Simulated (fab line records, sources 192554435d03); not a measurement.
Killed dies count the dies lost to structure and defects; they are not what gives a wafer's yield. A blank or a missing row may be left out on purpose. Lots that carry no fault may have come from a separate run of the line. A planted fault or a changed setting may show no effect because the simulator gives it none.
Chamber matching ; flow n5-finfet ; N5_BEOL_M3_ETCH_77 on rie-diel-06: 4 sister chambers
The step etches underlayer in N2/H2, target depth 6.5 nm, time 5.2 s. 4 wafers are shown with their chamber, then 10 later ones without.

WAFERS, EACH WITH ITS CHAMBER
wafer;chamber;showerhead-plenum-p-Torr (Torr)
L085.5;1;2.66
L089.5;3;2.50
L090.1;0;2.48
L090.4;2;2.62

WAFERS WHOSE CHAMBER IS MISSING
wafer;showerhead-plenum-p-Torr (Torr)
L090.6;2.51
L095.2;2.50
L095.5;2.61
L095.6;2.50
L096.2;2.50
L096.3;2.61
L096.5;2.50
L097.2;2.65
L097.3;2.47
L097.5;2.65

EACH ONE'S CHAMBER
wafer;from the rows above;in truth
L090.6;3;3
L095.2;3;3
L095.5;2;2
L095.6;3;3
L096.2;3;3
L096.3;2;2
L096.5;3;3
L097.2;1;1
L097.3;0;0
L097.5;1;1
Placed correctly: 10 of 10. Not placeable from these rows: 0. Number placed wrongly: 0.
How it was worked out, from the rows above alone: a wafer's distance from a chamber is the root of the sum, over the readings, of the square of ((its reading less the chamber's mean) divided by the reading's scatter). If the next closest chamber is less than 2 further off than the closest, the wafer can't be placed; otherwise it belongs to the closest. For every chamber, the mean is computed from those of its wafers that are shown. The scatter: with one shown wafer a chamber, the root of the mean of the squares of how far each hidden wafer lies from its nearest shown one.
